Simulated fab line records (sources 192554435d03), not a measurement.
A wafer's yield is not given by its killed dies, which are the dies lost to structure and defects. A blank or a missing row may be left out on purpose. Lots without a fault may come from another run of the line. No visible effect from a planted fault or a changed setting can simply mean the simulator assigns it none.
Lot-split experiment / flow n5-finfet / 39 wafers read from 7 lots, route of 1938 steps

## THE SPLIT ITSELF
At N5_MOL_CONTACT_COAG_CVD_140 (deposits W, target thk 66.5 nm, time 215 s), the setting target-thk-a was moved away from the recipe's 665 angstrom on 9 of the 39 wafers read, by -13.1% to +6.9%. For the rest of the wafers, this setting stayed at what the recipe calls for.

The split's own step is where the reading is taken.

## THE READING
W_of_MOL_CONTACT_COAG_CVD_140.thk-nm (the simulator's own value, which no gauge read), in nm, at N5_MOL_CONTACT_COAG_CVD_140 (deposits W, target thk 66.5 nm, time 215 s). No usual value for it is given in the file. Across the 30 wafers here that went through the recipe, the average is 66.5 nm and the standard deviation 0.58 nm.

wafer=L078.1; tool, chamber at the split=cvd-w-02, 0; target-thk-a as run, angstrom=665; against the recipe=recipe; W_of_MOL_CONTACT_COAG_CVD_140.thk-nm, nm=66.8; against lot-mates on the recipe=-
wafer=L078.2; tool, chamber at the split=cvd-w-02, 1; target-thk-a as run, angstrom=703.1; against the recipe=+5.7%; W_of_MOL_CONTACT_COAG_CVD_140.thk-nm, nm=69.8; against lot-mates on the recipe=+3.3
wafer=L078.3; tool, chamber at the split=cvd-w-02, 0; target-thk-a as run, angstrom=665; against the recipe=recipe; W_of_MOL_CONTACT_COAG_CVD_140.thk-nm, nm=66; against lot-mates on the recipe=-
wafer=L078.4; tool, chamber at the split=cvd-w-02, 1; target-thk-a as run, angstrom=703.1; against the recipe=+5.7%; W_of_MOL_CONTACT_COAG_CVD_140.thk-nm, nm=70; against lot-mates on the recipe=+3.5
wafer=L078.5; tool, chamber at the split=cvd-w-02, 1; target-thk-a as run, angstrom=665; against the recipe=recipe; W_of_MOL_CONTACT_COAG_CVD_140.thk-nm, nm=66.6; against lot-mates on the recipe=-
wafer=L078.6; tool, chamber at the split=cvd-w-02, 0; target-thk-a as run, angstrom=703.1; against the recipe=+5.7%; W_of_MOL_CONTACT_COAG_CVD_140.thk-nm, nm=71; against lot-mates on the recipe=+4.5
wafer=L084.1; tool, chamber at the split=cvd-w-01, 1,0,1; target-thk-a as run, angstrom=665; against the recipe=recipe; W_of_MOL_CONTACT_COAG_CVD_140.thk-nm, nm=66; against lot-mates on the recipe=-
wafer=L084.3; tool, chamber at the split=cvd-w-01, 1,0,1; target-thk-a as run, angstrom=665; against the recipe=recipe; W_of_MOL_CONTACT_COAG_CVD_140.thk-nm, nm=66; against lot-mates on the recipe=-
wafer=L084.4; tool, chamber at the split=cvd-w-01, 1,0,1; target-thk-a as run, angstrom=665; against the recipe=recipe; W_of_MOL_CONTACT_COAG_CVD_140.thk-nm, nm=66; against lot-mates on the recipe=-
wafer=L084.2; tool, chamber at the split=cvd-w-01, 0; target-thk-a as run, angstrom=665; against the recipe=recipe; W_of_MOL_CONTACT_COAG_CVD_140.thk-nm, nm=65.6; against lot-mates on the recipe=-
wafer=L084.5; tool, chamber at the split=cvd-w-01, 1; target-thk-a as run, angstrom=665; against the recipe=recipe; W_of_MOL_CONTACT_COAG_CVD_140.thk-nm, nm=66.2; against lot-mates on the recipe=-
wafer=L084.6; tool, chamber at the split=cvd-w-01, 0; target-thk-a as run, angstrom=665; against the recipe=recipe; W_of_MOL_CONTACT_COAG_CVD_140.thk-nm, nm=65.8; against lot-mates on the recipe=-
wafer=L085.1; tool, chamber at the split=cvd-w-02, 1; target-thk-a as run, angstrom=665; against the recipe=recipe; W_of_MOL_CONTACT_COAG_CVD_140.thk-nm, nm=67.4; against lot-mates on the recipe=-
wafer=L085.2; tool, chamber at the split=cvd-w-02, 0,1; target-thk-a as run, angstrom=665; against the recipe=recipe; W_of_MOL_CONTACT_COAG_CVD_140.thk-nm, nm=66.6; against lot-mates on the recipe=-
wafer=L085.4; tool, chamber at the split=cvd-w-02, 0,1; target-thk-a as run, angstrom=665; against the recipe=recipe; W_of_MOL_CONTACT_COAG_CVD_140.thk-nm, nm=66.6; against lot-mates on the recipe=-
wafer=L085.3; tool, chamber at the split=cvd-w-02, 0; target-thk-a as run, angstrom=665; against the recipe=recipe; W_of_MOL_CONTACT_COAG_CVD_140.thk-nm, nm=67.2; against lot-mates on the recipe=-
wafer=L085.5; tool, chamber at the split=cvd-w-02, 0; target-thk-a as run, angstrom=665; against the recipe=recipe; W_of_MOL_CONTACT_COAG_CVD_140.thk-nm, nm=66.8; against lot-mates on the recipe=-
wafer=L085.6; tool, chamber at the split=cvd-w-02, 1; target-thk-a as run, angstrom=665; against the recipe=recipe; W_of_MOL_CONTACT_COAG_CVD_140.thk-nm, nm=67; against lot-mates on the recipe=-
wafer=L089.1; tool, chamber at the split=cvd-w-02, 0; target-thk-a as run, angstrom=665; against the recipe=recipe; W_of_MOL_CONTACT_COAG_CVD_140.thk-nm, nm=67.4; against lot-mates on the recipe=-
wafer=L089.2; tool, chamber at the split=cvd-w-02, 1,0; target-thk-a as run, angstrom=665; against the recipe=recipe; W_of_MOL_CONTACT_COAG_CVD_140.thk-nm, nm=66.8; against lot-mates on the recipe=-
wafer=L089.5; tool, chamber at the split=cvd-w-02, 1,0; target-thk-a as run, angstrom=665; against the recipe=recipe; W_of_MOL_CONTACT_COAG_CVD_140.thk-nm, nm=66.8; against lot-mates on the recipe=-
wafer=L089.3; tool, chamber at the split=cvd-w-02, 1; target-thk-a as run, angstrom=665; against the recipe=recipe; W_of_MOL_CONTACT_COAG_CVD_140.thk-nm, nm=66.4; against lot-mates on the recipe=-
wafer=L089.4; tool, chamber at the split=cvd-w-02, 0; target-thk-a as run, angstrom=665; against the recipe=recipe; W_of_MOL_CONTACT_COAG_CVD_140.thk-nm, nm=67.2; against lot-mates on the recipe=-
wafer=L089.6; tool, chamber at the split=cvd-w-02, 1; target-thk-a as run, angstrom=665; against the recipe=recipe; W_of_MOL_CONTACT_COAG_CVD_140.thk-nm, nm=66.6; against lot-mates on the recipe=-
wafer=L090.1; tool, chamber at the split=cvd-w-01, 1; target-thk-a as run, angstrom=665; against the recipe=recipe; W_of_MOL_CONTACT_COAG_CVD_140.thk-nm, nm=67.2; against lot-mates on the recipe=-
wafer=L090.2; tool, chamber at the split=cvd-w-01, 0; target-thk-a as run, angstrom=578.1; against the recipe=-13.1%; W_of_MOL_CONTACT_COAG_CVD_140.thk-nm, nm=58.6; against lot-mates on the recipe=-8.5
wafer=L090.3; tool, chamber at the split=cvd-w-01, 1; target-thk-a as run, angstrom=578.1; against the recipe=-13.1%; W_of_MOL_CONTACT_COAG_CVD_140.thk-nm, nm=58.2; against lot-mates on the recipe=-8.9
wafer=L090.4; tool, chamber at the split=cvd-w-01, 0; target-thk-a as run, angstrom=665; against the recipe=recipe; W_of_MOL_CONTACT_COAG_CVD_140.thk-nm, nm=66.8; against lot-mates on the recipe=-
wafer=L090.5; tool, chamber at the split=cvd-w-01, 0; target-thk-a as run, angstrom=665; against the recipe=recipe; W_of_MOL_CONTACT_COAG_CVD_140.thk-nm, nm=67.4; against lot-mates on the recipe=-
wafer=L090.6; tool, chamber at the split=cvd-w-01, 1; target-thk-a as run, angstrom=578.1; against the recipe=-13.1%; W_of_MOL_CONTACT_COAG_CVD_140.thk-nm, nm=58.4; against lot-mates on the recipe=-8.7
wafer=L091.1; tool, chamber at the split=cvd-w-02, 1; target-thk-a as run, angstrom=711.2; against the recipe=+6.9%; W_of_MOL_CONTACT_COAG_CVD_140.thk-nm, nm=70.4; against lot-mates on the recipe=+4.3
wafer=L091.5; tool, chamber at the split=cvd-w-02, 1; target-thk-a as run, angstrom=711.2; against the recipe=+6.9%; W_of_MOL_CONTACT_COAG_CVD_140.thk-nm, nm=70.4; against lot-mates on the recipe=+4.3
wafer=L091.2; tool, chamber at the split=cvd-w-02, 0; target-thk-a as run, angstrom=711.2; against the recipe=+6.9%; W_of_MOL_CONTACT_COAG_CVD_140.thk-nm, nm=70.2; against lot-mates on the recipe=+4.1
wafer=L091.3; tool, chamber at the split=cvd-w-02, 0; target-thk-a as run, angstrom=665; against the recipe=recipe; W_of_MOL_CONTACT_COAG_CVD_140.thk-nm, nm=66; against lot-mates on the recipe=-
wafer=L091.4; tool, chamber at the split=cvd-w-02, 1; target-thk-a as run, angstrom=665; against the recipe=recipe; W_of_MOL_CONTACT_COAG_CVD_140.thk-nm, nm=66.8; against lot-mates on the recipe=-
wafer=L091.6; tool, chamber at the split=cvd-w-02, 0; target-thk-a as run, angstrom=665; against the recipe=recipe; W_of_MOL_CONTACT_COAG_CVD_140.thk-nm, nm=65.6; against lot-mates on the recipe=-
wafer=L092.1; tool, chamber at the split=cvd-w-02, 0; target-thk-a as run, angstrom=665; against the recipe=recipe; W_of_MOL_CONTACT_COAG_CVD_140.thk-nm, nm=66.4; against lot-mates on the recipe=-
wafer=L092.3; tool, chamber at the split=cvd-w-02, 0; target-thk-a as run, angstrom=665; against the recipe=recipe; W_of_MOL_CONTACT_COAG_CVD_140.thk-nm, nm=65.6; against lot-mates on the recipe=-
wafer=L092.6; tool, chamber at the split=cvd-w-02, 1; target-thk-a as run, angstrom=665; against the recipe=recipe; W_of_MOL_CONTACT_COAG_CVD_140.thk-nm, nm=65.4; against lot-mates on the recipe=-
If several chambers appear in one row, that row covers several wafers at once and the file leaves open which wafer was in which chamber.

THE FIT
A straight line over all 39 wafers: W_of_MOL_CONTACT_COAG_CVD_140.thk-nm changes by +0.612 nm for each +1% of target-thk-a; r = +0.98; the points scatter about the line by 0.57 nm.
The same after taking each lot's own level away (the mean of its wafers on the recipe; 39 wafers): +0.655 nm for each +1%; r = +0.99; scatter 0.35 nm.
The reading moves by 8.6 nm for the largest change in target-thk-a, on that fit.
Measured against the standard deviation above, the lots' own levels, which go from 65.80 to 67.13 nm, span 2.3 times it.
The two slopes agree, so the slope changes little with the lot-to-lot level.
Check: for one of the wafers moved furthest among these (-13.1%), held out of the fit, the line's prediction against its lot-mates is -8.62 nm. Against them it came out at -8.53 nm.

## THESE WAFERS: OTHER SPLITS
Before the reading, these wafers also passed through other splits. Each is held against what the fit with the lots' levels taken away leaves over:
other split on the same wafers=N5_WELL_APT_IMPLANT_31 energy-kev; wafers away from the commonest value=12; r with W_of_MOL_CONTACT_COAG_CVD_140.thk-nm (lot level and that fit taken away)=-0.18
other split on the same wafers=N5_PMOS_HMC_CHANNEL_EPI_FIN_RECESS_16 time-s; wafers away from the commonest value=12; r with W_of_MOL_CONTACT_COAG_CVD_140.thk-nm (lot level and that fit taken away)=+0.13
other split on the same wafers=N5_DUMMY_GATE_ETCH_37 source-w; wafers away from the commonest value=6; r with W_of_MOL_CONTACT_COAG_CVD_140.thk-nm (lot level and that fit taken away)=+0.11
other split on the same wafers=N5_SD_EPI_P_ETCH_16 target-depth-a; wafers away from the commonest value=9; r with W_of_MOL_CONTACT_COAG_CVD_140.thk-nm (lot level and that fit taken away)=-0.07
other split on the same wafers=N5_HKMG_FIN_EXPOSE_09 dose-mj; wafers away from the commonest value=9; r with W_of_MOL_CONTACT_COAG_CVD_140.thk-nm (lot level and that fit taken away)=-0.04
other split on the same wafers=N5_HKMG_FIN_ETCH_35 source-w; wafers away from the commonest value=9; r with W_of_MOL_CONTACT_COAG_CVD_140.thk-nm (lot level and that fit taken away)=+0.22

## THE FILE'S OWN FIT
W_of_MOL_CONTACT_COAG_CVD_140.thk-nm changes by +0.655 nm for each +1% of target-thk-a, r = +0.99.
